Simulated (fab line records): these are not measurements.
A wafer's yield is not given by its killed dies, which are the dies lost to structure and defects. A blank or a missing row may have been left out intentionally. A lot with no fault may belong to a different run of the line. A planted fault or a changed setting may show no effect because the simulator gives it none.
One fault seen from 3 desks + flow n5-finfet + each desk has only its own numbers; what lay behind them comes last

THE DEFECT DESK
Inspection counts along the route, by lot: the mean over sampled wafers that carry a number. Marked OUT: a lot whose mean sits more than 4 standard deviations from the usual mean, which makes it out of limits; the brackets give that distance.
Columns: A = raw-defect-count at N5_BEOL_M2_INSPECT_30, usual 425
| lot  | first seen here | A   |
|------|-----------------|-----|
| L977 | day 8 22:22     | 533 |
| L981 | day 10 03:34    | 434 |
| L985 | day 11 05:28    | 420 |
| L986 | day 11 08:04    | 467 |
| L987 | day 11 15:43    | 447 |
This desk's finding: nothing out of limits on any of the 5 lots.

THE METROLOGY DESK
Means of the sampled wafers that have a number, per lot and without regard to the tool the lot ran on: this is what the gauges read. Marked OUT: a lot whose mean sits more than 4 standard deviations from the usual mean, which makes it out of limits; the brackets give that distance. Shown here are 7 of its 12 readings, the ones lying furthest out on some lot.
Columns: A = cd-nm at N5_BEOL_M2_CD_MEAS_28, usual 26.16 nm; B = V1_OVL at N5_BEOL_M2_OVL_MEAS_29, usual -0.7 nm; C = DIBL_N at N5_BEOL_M4_RC_MEAS_101, usual 36.5 mV/V; D = IOFF_N at N5_BEOL_M4_RC_MEAS_101, usual 0.160 nA/um; E = ION_N at N5_BEOL_M4_RC_MEAS_101, usual 674 uA/um; F = SS_P at N5_BEOL_M4_RC_MEAS_101, usual 73.4 mV/dec; G = VT_N at N5_BEOL_M4_RC_MEAS_101, usual 250.0 mV
| lot  | first seen here | A     | B    | C    | D     | E   | F    | G     |
|------|-----------------|-------|------|------|-------|-----|------|-------|
| L977 | day 8 22:17     | 26.11 | -1.4 | 37.7 | 0.182 | 678 | 73.5 | 247.2 |
| L981 | day 10 03:28    | 26.18 | -0.3 | 36.8 | 0.156 | 673 | 72.9 | 251.4 |
| L985 | day 11 05:23    | 26.45 | 0.5  | 34.2 | 0.133 | 662 | 72.7 | 253.9 |
| L986 | day 11 07:59    | 26.32 | 0.2  | 35.5 | 0.139 | 664 | 73.5 | 252.7 |
| L987 | day 11 15:37    | 26.09 | -0.8 | 37.9 | 0.189 | 682 | 73.6 | 249.2 |
This desk's finding: nothing out of limits on any of the 5 lots.

AT THE TOOL OWNER'S DESK: rie-diel-06
The tool's own readings at N5_BEOL_M2_DESCUM_33 (chemistry O2, time 7 s): means of the sampled wafers that have a number, for each lot that ran on this tool. Marked OUT: a lot whose mean sits more than 4 standard deviations from the usual mean, which makes it out of limits; the brackets give that distance.
Columns: A = chamber-pressure-mTorr at N5_BEOL_M2_DESCUM_33, usual 19.999 mTorr; B = drypump-motor-current-A at N5_BEOL_M2_DESCUM_33, usual 5.8 A; C = oes-product-au at N5_BEOL_M2_DESCUM_33, usual 0.79 a.u.; D = rf-vpp-V at N5_BEOL_M2_DESCUM_33, usual 243.6 V; E = showerhead-plenum-p-Torr at N5_BEOL_M2_DESCUM_33, usual 2.11 Torr; F = throttle-valve-pct at N5_BEOL_M2_DESCUM_33, usual 20.41 %
| lot  | first seen here | A      | B   | C    | D     | E    | F     |
|------|-----------------|--------|-----|------|-------|------|-------|
| L977 | day 8 22:24     | 19.991 | 5.6 | 0.85 | 243.1 | 2.09 | 20.42 |
| L987 | day 11 16:58    | 19.993 | 5.4 | 0.82 | 243.3 | 2.08 | 20.44 |
This desk's finding: nothing out of limits on any of the 2 lots.

BROUGHT TOGETHER
No out-of-limits result turned up at the defect desk.
From the metrology desk's view, nothing was out of limits.
Nothing out of limits was seen by the tool owner's desk.

WHAT HAD BEEN PUT IN BY THE SIMULATOR
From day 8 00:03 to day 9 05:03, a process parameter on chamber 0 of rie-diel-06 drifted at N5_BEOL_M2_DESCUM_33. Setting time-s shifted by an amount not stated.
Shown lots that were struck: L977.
